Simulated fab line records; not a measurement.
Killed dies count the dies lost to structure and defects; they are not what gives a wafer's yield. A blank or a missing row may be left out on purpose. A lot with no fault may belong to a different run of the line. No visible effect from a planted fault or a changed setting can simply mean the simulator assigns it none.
Split-lot study | flow n5 finfet | 21 wafers read across 7 lots, on a route 1938 steps long

## SPLIT DETAILS
At N5_BEOL_M7_VIA_ETCH_34 (etches SiCOH lowk in C4F6/O2, target depth 125.5 nm, time 50.5 s), the setting source w was moved away from the recipe's 345 W on 7 of the 21 wafers read, by -16.0% to +15.5%. The other wafers ran this setting at the recipe's value.

The split's own step is where the reading is taken.

## THE READING
rf vpp V, in V, at N5_BEOL_M7_VIA_ETCH_34 (etches SiCOH lowk in C4F6/O2, target depth 125.5 nm, time 50.5 s). Typical for fault-free wafers on this fab line: 667 V, with standard deviation 6.5 V.

wafer  | tool, chamber at the split | source w as run, W | against the recipe | rf vpp V, V | against lot-mates on the recipe
L075.1 | rie diel-01, 0             | 398.5              | +15.5%             | 621         | -47
L075.3 | rie diel-01, 1             | 345                | recipe             | 668         | -
L075.4 | rie diel-01, 3             | 398.5              | +15.5%             | 613         | -55
L080.2 | rie diel-01, 0             | 289.7              | -16.0%             | 729         | +57
L080.4 | rie diel-01, 1             | 289.7              | -16.0%             | 731         | +59
L080.6 | rie diel-01, 2             | 345                | recipe             | 672         | -
L088.1 | rie diel-06, 1             | 345                | recipe             | 673         | -
L088.3 | rie diel-06, 3             | 345                | recipe             | 669         | -
L088.4 | rie diel-06, 2             | 345                | recipe             | 659         | -
L090.3 | rie diel-06, 0             | 301                | -12.8%             | 720         | +47
L090.4 | rie diel-06, 1             | 345                | recipe             | 673         | -
L090.6 | rie diel-06, 3             | 301                | -12.8%             | 717         | +44
L091.3 | rie diel-06, 1             | 345                | recipe             | 673         | -
L091.5 | rie diel-06, 2             | 345                | recipe             | 656         | -
L091.6 | rie diel-06, 1             | 345                | recipe             | 673         | -
L093.2 | rie diel-01, 2             | 345                | recipe             | 674         | -
L093.3 | rie diel-01, 0             | 345                | recipe             | 666         | -
L093.6 | rie diel-01, 0             | 398.5              | +15.5%             | 620         | -50
L095.2 | rie diel-03, 3             | 345                | recipe             | 670         | -
L095.3 | rie diel-03, 1             | 345                | recipe             | 655         | -
L095.5 | rie diel-03, 0             | 345                | recipe             | 663         | -

FIT RESULTS
A straight line over all 21 wafers: rf vpp V changes by -3.58 V for each +1% of source w; r = -0.98; the points scatter about the line by 6.4 V.
The same after taking each lot's own level away (the mean of its wafers on the recipe; 21 wafers): -3.44 V for each +1%; r = -0.99; scatter 5.2 V.
That fit puts the effect of the largest move of source w on the reading at 55 V.
Across the lots, their own levels run from 662.7 to 673.0 V, a range of 1.6 times the standard deviation given above.
The two slopes agree, so the slope changes little with the lot-to-lot level.
Check: for one of the wafers moved furthest among these (-16.0%), held out of the fit, the line's prediction against its lot-mates is +55.7 V. Against them it came out at +57 V.
Tool readings at the split's step, against how far the setting was moved: rf vpp V r = -0.98.

## ADDITIONAL SPLITS CARRIED BY THESE WAFERS
Other splits were also applied to these wafers ahead of the reading. Each is held against what the fit with the lots' levels taken away leaves over:
other split on the same wafers   | wafers away from the commonest value | r with rf vpp V (lot level and that fit taken away)
N5_BEOL_M4_EXPOSE_25 dose mj     | 6                                    | +0.08
N5_BEOL_M5_VIA_ETCH_34 bias w    | 8                                    | +0.15
N5_BEOL_M5_TRENCH_ETCH_37 bias w | 6                                    | +0.07
N5_BEOL_M6_COAT_60 spin rpm      | 10                                   | -0.18
N5_BEOL_M6_ETCH_62 bias w        | 4                                    | +0.23

## THE WHOLE CHAIN: every reading that the file lists as answering this split, in the file's order
step                   | what it does                                                     | reading                                                        | change (the file's fit)               | r (the file's)
N5_BEOL_M7_VIA_ETCH_34 | etches SiCOH lowk in C4F6/O2, target depth 125.5 nm, time 50.5 s | rf vpp V                                                       | -3.43 V for each +1% of the setting   | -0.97
N5_BEOL_M7_VIA_ETCH_34 | etches SiCOH lowk in C4F6/O2, target depth 125.5 nm, time 50.5 s | etch.depth nm (the simulator's own value, which no gauge read) | +0.558 nm for each +1% of the setting | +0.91

## THE FILE'S OWN FIT
rf vpp V changes by -3.43 V for each +1% of source w, r = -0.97.
